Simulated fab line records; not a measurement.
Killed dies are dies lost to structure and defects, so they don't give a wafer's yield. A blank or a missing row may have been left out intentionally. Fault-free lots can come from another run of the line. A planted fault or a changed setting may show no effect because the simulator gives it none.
fab line records | flow n5_finfet | part 2 of 2: steps 6 to 6 of 6
[record] lots = 9 | wafers = 27 | last_day = 17
route steps=1938 shown HKMG_FIN@439 BEOL_M4@1111 PASSIVATION@1936
lots that met no fault: from a run of the same line without faults
start_h: hours from the record's opening day to when the first of the lot's shown wafers began | wait_h: hours elapsed since this lot's preceding step | " the same as in the row above | L1.1+2: one row covering several wafers at once | - no value, or no start was given | * or withheld: withheld | < > ~ a bound
route shown NAME@n: a module of which the file shows steps, and the number in the route of the first | usual: mean/standard deviation taken from wafers without a fault | same: alike in all rows | chamber/n: place in a boat | sites: the reading at each site | _std_site: standard deviation of those values | _edge_site: outer sites' mean less inner sites' | radius_mm: how far each site lies from the wafer's centre | mask NAME#n: copy n | behind: tool/chamber where the wafer was last shaped | hold: the reason the lot was held/the length of the hold in hours/how it ended | device: names the non-switching transistor (n, p or np) | end of line: tests of these same wafers at the route's end | a step without rows: its recipe alone | killed: not the wafer's yield, but the dies lost to structure and defects at the first sort | map: dies across one wafer; x = killed, . = not, _ = none there
set.NAME: the run value of the setting; set.NAME@STEP: its run value at that earlier step | model.NAME: the simulator's own value behind a step, which no gauge read
a sample of lots followed through the steps of the route, with each step as a table and each wafer as a row
services: a tool's chamber out of use, with start hour (start_h, from the record's first day; less than 0 if before it), hours out, and reason
[[steps]]
[step N5_PASSIVATION_PROBE_49]
[usual] defect_limited_yield = 91.1/1.5 | killed_at_M0_to_M3 = 36/11 | killed_at_M4_up = 13/5 | killed_at_contacts = 13/5 | killed_at_front_end = 40/12 | killed_at_other = 3.3/2.3 | killed_dies = 106/17 | killed_open = 70/13 | killed_short = 34/7.6 | sort_bin_4_leakage = 0/0 | sort_bin_5_function = 5.3/0.96 | sort_bin_6_memory = 3.3/0.66 | sort_n_pass = 1074/17 | sort_yield_pct = 91.1/1.5
[same] gross_dies = 1180 | killed_at_back_side = 0 | sort_bin_8_speed[%] = 0
lot.wafer | tool      | chamber | start_h | wait_h | defect_limited_yield[%] | killed_at_M0_to_M3 | killed_at_M4_up | killed_at_contacts | killed_at_front_end | killed_at_other | killed_dies | killed_open | killed_short | sort_bin_4_leakage[%] | sort_bin_5_function[%] | sort_bin_6_memory[%] | sort_n_pass | sort_yield_pct[%]
L262.1    | prober-01 | -       | 312.20  | 0.0    | 90.7                    | 36                 | 22              | 15                 | 27                  | 10              | 110         | 75          | 31           | 0                     | 5.6                    | 3.6                  | 1070        | 90.7
L262.5    | prober-01 | -       | 312.40  | 0.2    | 91.6                    | 38                 | 11              | 10                 | 39                  | 1               | 99          | 64          | 35           | 0                     | 4.8                    | 3.1                  | 1081        | 91.6
L262.6    | prober-01 | -       | 312.45  | 0.3    | 90.3                    | 51                 | 17              | 7                  | 37                  | 3               | 115         | 67          | 45           | 0                     | 5.8                    | 3.4                  | 1065        | 90.3
L263.2    | prober-01 | -       | 320.62  | 0.1    | 93.3                    | 20                 | 8               | 11                 | 38                  | 2               | 79          | 51          | 26           | 0                     | 4.2                    | 2.5                  | 1101        | 93.3
L263.3    | prober-01 | -       | 320.67  | 0.1    | 92.1                    | 29                 | 7               | 5                  | 48                  | 4               | 93          | 62          | 31           | 0                     | 5.2                    | 2.5                  | 1087        | 92.1
L263.4    | prober-01 | -       | 320.72  | 0.2    | 91.9                    | 22                 | 15              | 15                 | 37                  | 6               | 95          | 65          | 29           | 0                     | 5.0                    | 2.8                  | 1085        | 91.9
L260.2    | prober-02 | -       | 321.55  | 0.1    | 89.0                    | 69                 | 14              | 14                 | 33                  | 0               | 130         | 93          | 37           | 0                     | 7.5                    | 3.3                  | 1050        | 89.0
L260.3    | prober-02 | -       | 321.60  | 0.1    | 90.3                    | 47                 | 10              | 18                 | 40                  | 0               | 115         | 81          | 34           | 0                     | 5.9                    | 3.7                  | 1065        | 90.3
L260.4    | prober-02 | -       | 321.65  | 0.2    | 88.1                    | 34                 | 22              | 23                 | 59                  | 3               | 141         | 90          | 51           | 0                     | 7.5                    | 3.9                  | 1039        | 88.1
L266.3    | prober-02 | -       | 342.30  | 0.1    | 90.4                    | 27                 | 15              | 16                 | 54                  | 1               | 113         | 74          | 33           | 0                     | 6.1                    | 3.0                  | 1067        | 90.4
L266.4    | prober-02 | -       | 342.35  | 0.2    | 90.3                    | 42                 | 13              | 8                  | 44                  | 8               | 115         | 75          | 38           | 1.19                  | 5.6                    | 3.9                  | 1051        | 89.1
L266.6    | prober-02 | -       | 342.45  | 0.3    | 91.8                    | 43                 | 10              | 10                 | 33                  | 1               | 97          | 65          | 31           | 0                     | 5.0                    | 2.9                  | 1083        | 91.8
L265.2    | prober-02 | -       | 346.74  | 0.1    | 91.5                    | 28                 | 6               | 16                 | 47                  | 3               | 100         | 66          | 34           | 0                     | 5.3                    | 2.9                  | 1080        | 91.5
L265.4    | prober-02 | -       | 346.84  | 0.2    | 90.0                    | 24                 | 5               | 5                  | 80                  | 4               | 118         | 60          | 37           | 4.66                  | 5.4                    | 2.4                  | 1007        | 85.3
L265.5    | prober-02 | -       | 346.89  | 0.2    | 90.8                    | 30                 | 6               | 10                 | 56                  | 7               | 109         | 68          | 41           | 0                     | 5.1                    | 3.6                  | 1071        | 90.8
L267.2    | prober-01 | -       | 364.90  | 0.1    | 92.0                    | 25                 | 17              | 16                 | 31                  | 5               | 94          | 59          | 33           | 0                     | 5.0                    | 2.6                  | 1086        | 92.0
L267.5    | prober-01 | -       | 365.05  | 0.2    | 89.5                    | 57                 | 13              | 11                 | 42                  | 1               | 124         | 89          | 35           | 1.61                  | 6.7                    | 3.7                  | 1037        | 87.9
L267.6    | prober-01 | -       | 365.10  | 0.3    | 91.3                    | 39                 | 8               | 14                 | 38                  | 4               | 103         | 65          | 31           | 0                     | 4.7                    | 3.2                  | 1077        | 91.3
L275.4    | prober-01 | -       | 408.88  | 0.2    | 92.4                    | 40                 | 11              | 8                  | 28                  | 3               | 90          | 58          | 31           | 0                     | 4.3                    | 3.1                  | 1090        | 92.4
L275.5    | prober-01 | -       | 408.93  | 0.2    | 91.9                    | 29                 | 15              | 15                 | 33                  | 4               | 96          | 58          | 38           | 0                     | 4.2                    | 3.6                  | 1084        | 91.9
L275.6    | prober-01 | -       | 408.98  | 0.3    | 93.1                    | 21                 | 9               | 13                 | 36                  | 2               | 81          | 56          | 24           | 0                     | 3.2                    | 3.4                  | 1099        | 93.1
L274.2    | prober-02 | -       | 412.96  | 0.1    | 90.1                    | 43                 | 12              | 15                 | 43                  | 4               | 117         | 78          | 36           | 0                     | 5.4                    | 4.2                  | 1063        | 90.1
L274.4    | prober-02 | -       | 413.06  | 0.2    | 88.7                    | 31                 | 19              | 13                 | 66                  | 4               | 133         | 80          | 45           | 0                     | 6.8                    | 3.9                  | 1047        | 88.7
L274.6    | prober-02 | -       | 413.16  | 0.3    | 90.8                    | 20                 | 13              | 18                 | 55                  | 2               | 108         | 73          | 35           | 0                     | 5.0                    | 3.7                  | 1072        | 90.8
L273.4    | prober-01 | -       | 416.36  | 0.2    | 90.2                    | 37                 | 18              | 14                 | 43                  | 4               | 116         | 70          | 40           | 0                     | 5.3                    | 3.6                  | 1064        | 90.2
L273.5    | prober-01 | -       | 416.41  | 0.2    | 90.7                    | 43                 | 15              | 12                 | 36                  | 4               | 110         | 70          | 39           | 0                     | 4.9                    | 3.7                  | 1070        | 90.7
L273.6    | prober-01 | -       | 416.46  | 0.3    | 90.2                    | 40                 | 17              | 13                 | 44                  | 2               | 116         | 72          | 40           | 0                     | 5.1                    | 3.7                  | 1064        | 90.2
// killed by level:class
L262.1 BEOL_M4:geometric_particle:open=14 MOL_CONTACT_COAG:geometric_particle:open=13 BEOL_M0_SAQP:geometric_particle:open=9 BEOL_M0_SAQP:geometric_particle:short=9 BEOL_M3:geometric_particle:open=5 FIN_SAQP:geometric_particle:open=4 DUMMY_GATE:geometric_particle:open=4 MIM_BOT:geometric_particle:open=4
L262.5 MOL_CONTACT_COAG:geometric_particle:open=9 BEOL_M2:geometric_particle:open=8 BEOL_M3:geometric_particle:open=8 FIN_SAQP:geometric_particle:open=7 BEOL_M1:geometric_particle:open=6 FIN_SAQP:geometric_particle:short=5 BEOL_M0_SAQP:geometric_particle:short=5 BEOL_M0_SAQP:geometric_particle:open=5
L262.6 BEOL_M0_SAQP:geometric_particle:open=13 BEOL_M0_SAQP:geometric_particle:short=12 BEOL_M1:geometric_particle:open=9 FIN_SAQP:geometric_particle:short=6 FIN_SAQP:geometric_particle:open=6 DUMMY_GATE:geometric_particle:open=6 MOL_CONTACT_COAG:geometric_particle:open=5 SPACER0:geometric_particle:open=4
L263.2 STI_FIN_REVEAL:geometric_particle:open=10 GATE_CUT:geometric_particle:short=8 MOL_CONTACT_COAG:geometric_particle:open=8 BEOL_M2:geometric_particle:open=5 BEOL_M3:geometric_particle:open=5 GATE_CUT:geometric_particle:open=4 BEOL_M0_SAQP:geometric_particle:open=4 FIN_SAQP:geometric_particle:short=3
L263.3 STI_FIN_REVEAL:geometric_particle:open=17 FIN_SAQP:geometric_particle:short=9 BEOL_M2:geometric_particle:open=9 BEOL_M0_SAQP:geometric_particle:open=7 GATE_CUT:geometric_particle:open=5 GATE_CUT:geometric_particle:short=4 MOL_CONTACT_COAG:geometric_particle:open=4 BEOL_M0_SAQP:geometric_particle:short=4
L263.4 MOL_CONTACT_COAG:geometric_particle:open=13 STI_FIN_REVEAL:geometric_particle:open=10 BEOL_M0_SAQP:geometric_particle:short=8 FIN_SAQP:geometric_particle:open=7 GATE_CUT:geometric_particle:short=5 BEOL_M2:geometric_particle:open=4 BEOL_M3:geometric_particle:open=4 BEOL_M4:geometric_particle:open=4
L260.2 MOL_CONTACT_COAG:geometric_particle:open=12 BEOL_M0_SAQP:geometric_particle:open=12 BEOL_M3:geometric_particle:open=11 BEOL_M0:geometric_particle:open=10 BEOL_M1:geometric_particle:open=10 BEOL_M2:geometric_particle:open=9 BEOL_M4:geometric_particle:open=9 DUMMY_GATE:geometric_particle:open=8
L260.3 BEOL_M1:geometric_particle:open=16 MOL_CONTACT_COAG:geometric_particle:open=15 FIN_SAQP:geometric_particle:open=8 FIN_SAQP:geometric_particle:short=8 BEOL_M3:geometric_particle:open=8 BEOL_M0_SAQP:geometric_particle:open=6 STI_FIN_REVEAL:geometric_particle:open=5 DUMMY_GATE:geometric_particle:open=5
L260.4 MOL_CONTACT_COAG:geometric_particle:open=14 FIN_SAQP:geometric_particle:open=12 STI_FIN_REVEAL:geometric_particle:open=12 BEOL_M1:geometric_particle:open=12 FIN_SAQP:geometric_particle:short=9 BEOL_M4:geometric_particle:open=9 MOL_CONTACT_COAG:geometric_particle:short=9 GATE_CUT:geometric_particle:short=8
L266.3 STI_FIN_REVEAL:geometric_particle:open=15 MOL_CONTACT_COAG:geometric_particle:open=14 BEOL_M4:geometric_particle:open=8 DUMMY_GATE:geometric_particle:open=6 BEOL_M3:geometric_particle:open=6 STI_FIN_REVEAL:geometric_particle:short=5 STARTING-WAFER:geometric_particle:open=5 FIN_SAQP:geometric_particle:open=4
L266.4 BEOL_M0_SAQP:geometric_particle:open=17 STI_FIN_REVEAL:geometric_particle:open=10 BEOL_M0_SAQP:geometric_particle:short=10 FIN_SAQP:geometric_particle:open=8 BEOL_M3:geometric_particle:open=8 GATE_CUT:geometric_particle:open=7 MOL_CONTACT_COAG:geometric_particle:open=6 BEOL_M4:geometric_particle:short=5
L266.6 BEOL_M3:geometric_particle:open=16 BEOL_M0_SAQP:geometric_particle:short=10 MOL_CONTACT_COAG:geometric_particle:open=8 STI_FIN_REVEAL:geometric_particle:open=7 BEOL_M0_SAQP:geometric_particle:open=7 BEOL_M4:geometric_particle:open=5 ILD0:geometric_particle:open=4 BEOL_M2:geometric_particle:open=4
L265.2 MOL_CONTACT_COAG:geometric_particle:open=12 FIN_SAQP:geometric_particle:open=10 BEOL_M0_SAQP:geometric_particle:short=9 BEOL_M2:geometric_particle:open=9 FIN_SAQP:geometric_particle:short=5 GATE_CUT:geometric_particle:short=5 BEOL_M0_SAQP:geometric_particle:open=5 MOL_CONTACT_COAG:geometric_particle:short=4
L265.4 HKMG_FIN:area_ald=19 FIN_SAQP:geometric_particle:open=15 STI_FIN_REVEAL:geometric_particle:open=14 FIN_SAQP:geometric_particle:short=12 BEOL_M0:geometric_particle:open=6 BEOL_M0_SAQP:geometric_particle:open=5 STARTING-WAFER:geometric_particle:short=5 BEOL_M2:geometric_particle:open=4
L265.5 FIN_SAQP:geometric_particle:open=19 STI_FIN_REVEAL:geometric_particle:open=16 FIN_SAQP:geometric_particle:short=12 BEOL_M0_SAQP:geometric_particle:short=10 BEOL_M2:geometric_particle:open=8 MOL_CONTACT_COAG:geometric_particle:open=6 BEOL_M0_SAQP:geometric_particle:open=6 MOL_CONTACT_COAG:geometric_particle:short=4
L267.2 MOL_CONTACT_COAG:geometric_particle:open=14 BEOL_M1:geometric_particle:open=8 BEOL_M4:geometric_particle:open=8 FIN_SAQP:geometric_particle:short=7 DUMMY_GATE:geometric_particle:open=7 DUMMY_GATE:geometric_particle:short=5 BEOL_M0_SAQP:geometric_particle:short=5 STI_FIN_REVEAL:geometric_particle:open=4
L267.5 BEOL_M0_SAQP:geometric_particle:short=13 BEOL_M0_SAQP:geometric_particle:open=13 BEOL_M3:geometric_particle:open=12 MOL_CONTACT_COAG:geometric_particle:open=10 BEOL_M1:geometric_particle:open=10 DUMMY_GATE:geometric_particle:open=9 STI_FIN_REVEAL:geometric_particle:open=8 BEOL_M2:geometric_particle:open=7
L267.6 MOL_CONTACT_COAG:geometric_particle:open=11 BEOL_M1:geometric_particle:open=9 FIN_SAQP:geometric_particle:short=8 FIN_SAQP:geometric_particle:open=7 DUMMY_GATE:geometric_particle:open=7 BEOL_M0_SAQP:geometric_particle:open=7 BEOL_M3:geometric_particle:open=7 BEOL_M4:geometric_particle:open=6
L275.4 BEOL_M0_SAQP:geometric_particle:short=9 FIN_SAQP:geometric_particle:open=8 MOL_CONTACT_COAG:geometric_particle:open=8 BEOL_M1:geometric_particle:open=8 BEOL_M3:geometric_particle:open=8 BEOL_M0_SAQP:geometric_particle:open=7 BEOL_M4:geometric_particle:open=5 FIN_SAQP:geometric_particle:short=4
L275.5 MOL_CONTACT_COAG:geometric_particle:open=15 FIN_SAQP:geometric_particle:open=11 FIN_SAQP:geometric_particle:short=8 BEOL_M0_SAQP:geometric_particle:open=6 BEOL_M1:geometric_particle:open=5 BEOL_M3:geometric_particle:open=5 STI_FIN_REVEAL:geometric_particle:open=4 BEOL_M0_SAQP:geometric_particle:short=4
L275.6 FIN_SAQP:geometric_particle:open=11 MOL_CONTACT_COAG:geometric_particle:open=11 FIN_SAQP:geometric_particle:short=6 BEOL_M5:geometric_particle:open=6 BEOL_M3:geometric_particle:open=5 DUMMY_GATE:geometric_particle:open=5 STI_FIN_REVEAL:geometric_particle:open=4 GATE_CUT:geometric_particle:short=4
L274.2 MOL_CONTACT_COAG:geometric_particle:open=13 FIN_SAQP:geometric_particle:open=9 BEOL_M0_SAQP:geometric_particle:open=9 BEOL_M1:geometric_particle:open=9 STI_FIN_REVEAL:geometric_particle:open=8 BEOL_M0_SAQP:geometric_particle:short=8 BEOL_M2:geometric_particle:open=7 FIN_SAQP:geometric_particle:short=6
L274.4 FIN_SAQP:geometric_particle:short=13 STI_FIN_REVEAL:geometric_particle:open=11 MOL_CONTACT_COAG:geometric_particle:open=10 FIN_SAQP:geometric_particle:open=9 GATE_CUT:geometric_particle:short=6 BEOL_M0_SAQP:geometric_particle:short=6 BEOL_M3:geometric_particle:open=5 DUMMY_GATE:geometric_particle:open=5
L274.6 STI_FIN_REVEAL:geometric_particle:open=18 MOL_CONTACT_COAG:geometric_particle:open=14 GATE_CUT:geometric_particle:short=10 STI_FIN_REVEAL:geometric_particle:short=7 DUMMY_GATE:geometric_particle:open=5 BEOL_M0:geometric_particle:open=5 BEOL_M4:geometric_particle:open=5 BEOL_M5:geometric_particle:open=5
L273.4 MOL_CONTACT_COAG:geometric_particle:open=12 FIN_SAQP:geometric_particle:open=11 BEOL_M2:geometric_particle:open=10 BEOL_M4:geometric_particle:open=9 BEOL_M0_SAQP:geometric_particle:short=7 STI_FIN_REVEAL:geometric_particle:open=6 HKMG_FIN:area_etch=6 BEOL_M0_SAQP:geometric_particle:open=5
L273.5 BEOL_M0_SAQP:geometric_particle:open=11 BEOL_M2:geometric_particle:open=11 FIN_SAQP:geometric_particle:open=9 BEOL_M0_SAQP:geometric_particle:short=9 MOL_CONTACT_COAG:geometric_particle:open=9 STI_FIN_REVEAL:geometric_particle:open=7 FIN_SAQP:geometric_particle:short=6 BEOL_M3:geometric_particle:short=5
L273.6 BEOL_M3:geometric_particle:open=12 MOL_CONTACT_COAG:geometric_particle:open=11 BEOL_M3:geometric_particle:short=11 FIN_SAQP:geometric_particle:short=9 DUMMY_GATE:geometric_particle:open=9 BEOL_M4:geometric_particle:open=8 FIN_SAQP:geometric_particle:open=6 BEOL_M5:geometric_particle:open=5
[[services]]
tool         | chamber | start_h | hours | kind
rie_diel-05  | 2       | 100.46  | 3.0   | repair
rie_diel-05  | 3       | 111.83  | 8.0   | repair
rie_diel-05  | 2       | 116.00  | 12.2  | repair
rie_diel-06  | 2       | 127.08  | -     | clean
rie_diel-06  | 2       | 127.08  | -     | consumable_replace:esc
rie_diel-06  | 2       | 127.08  | -     | consumable_replace:focus_ring
rie_diel-06  | 2       | 127.08  | -     | consumable_replace:showerhead
rie_diel-06  | 2       | 127.08  | 27.9  | scheduled_down
rie_diel-06  | 2       | 127.08  | 27.9  | vent_cycle
ald_metal-04 | 0       | 129.40  | 5.1   | repair
rie_diel-05  | 0       | 132.36  | 12.9  | repair
rie_diel-06  | 0       | 144.48  | 15.5  | repair
rie_diel-06  | -       | 159.76  | 0.7   | repair
rie_diel-06  | 0       | 172.32  | -     | clean
rie_diel-06  | 0       | 172.32  | -     | consumable_replace:focus_ring
rie_diel-06  | 0       | 172.32  | -     | consumable_replace:showerhead
rie_diel-06  | 0       | 172.32  | 12.7  | scheduled_down
rie_diel-06  | 0       | 172.32  | 12.7  | vent_cycle
ald_metal-04 | -       | 174.30  | 1.4   | repair
rie_diel-06  | 3       | 184.99  | -     | clean
ald_metal-04 | 2       | 192.04  | 18.5  | repair
ald_metal-01 | -       | 197.01  | 14.6  | pm
ald_metal-04 | -       | 197.69  | 6.0   | pm
rie_diel-05  | -       | 202.85  | 11.3  | repair
[[key]]
[first_sign] step = N5_HKMG_FIN_ALD_91 | reading = susceptor_temp_C | direction = down | sigmas = 99+ | usual = * | struck = *
[effect] step = N5_BEOL_M4_RC_MEAS_101 | reading = IOFF_N_LONG | direction = up | sigmas = 19 | usual = 5.73e-05 | struck = 0.0001042
[effect] step = N5_BEOL_M4_RC_MEAS_101 | reading = VT_N_LONG | direction = down | sigmas = 12 | usual = 273.9 | struck = 252.8
[effect] step = N5_BEOL_M4_RC_MEAS_101 | reading = IOFF_N_LIN | direction = up | sigmas = 9.2 | usual = 0.075 | struck = 0.160
[effect] step = N5_BEOL_M4_RC_MEAS_101 | reading = IOFF_N | direction = up | sigmas = 7.8 | usual = 0.162 | struck = 0.352
[effect] step = N5_BEOL_M4_RC_MEAS_101 | reading = VT_N_LVT | direction = down | sigmas = 7.4 | usual = 98.1 | struck = 77.9
[effect] step = N5_BEOL_M4_RC_MEAS_101 | reading = IOFF_N_85C | direction = up | sigmas = 7.3 | usual = 3.2 | struck = 6.0
[effect] step = N5_BEOL_M4_RC_MEAS_101 | reading = VT_N | direction = down | sigmas = 7.3 | usual = 249.4 | struck = 228.3
[effect] step = N5_BEOL_M4_RC_MEAS_101 | reading = ION_N | direction = up | sigmas = 4.6 | usual = 674 | struck = 720
[effect] step = N5_PASSIVATION_PROBE_49 | reading = sort_bin_4_leakage | direction = up | sigmas = 29 | usual = 0 | struck = 2.49
met_at N5_HKMG_FIN_ALD_91
struck_lots L265,L266,L267
struck_wafers L265.4,L266.4,L267.5
not_acting_at N5_HKMG_FIN_STRIP_92,N5_HKMG_FIN_STRIP_19,N5_HKMG_FIN_NWFM_ALD_20
onset_between 147.91 158.88
[fault] kind = process_parameter_drift | tool = ald_metal-02 | chamber = 3 | onset_h = 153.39 | steps = N5_HKMG_FIN_ALD_91 | channel = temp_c | offset = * | shape = step | end_h = 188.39 | acts_in = * | stated = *
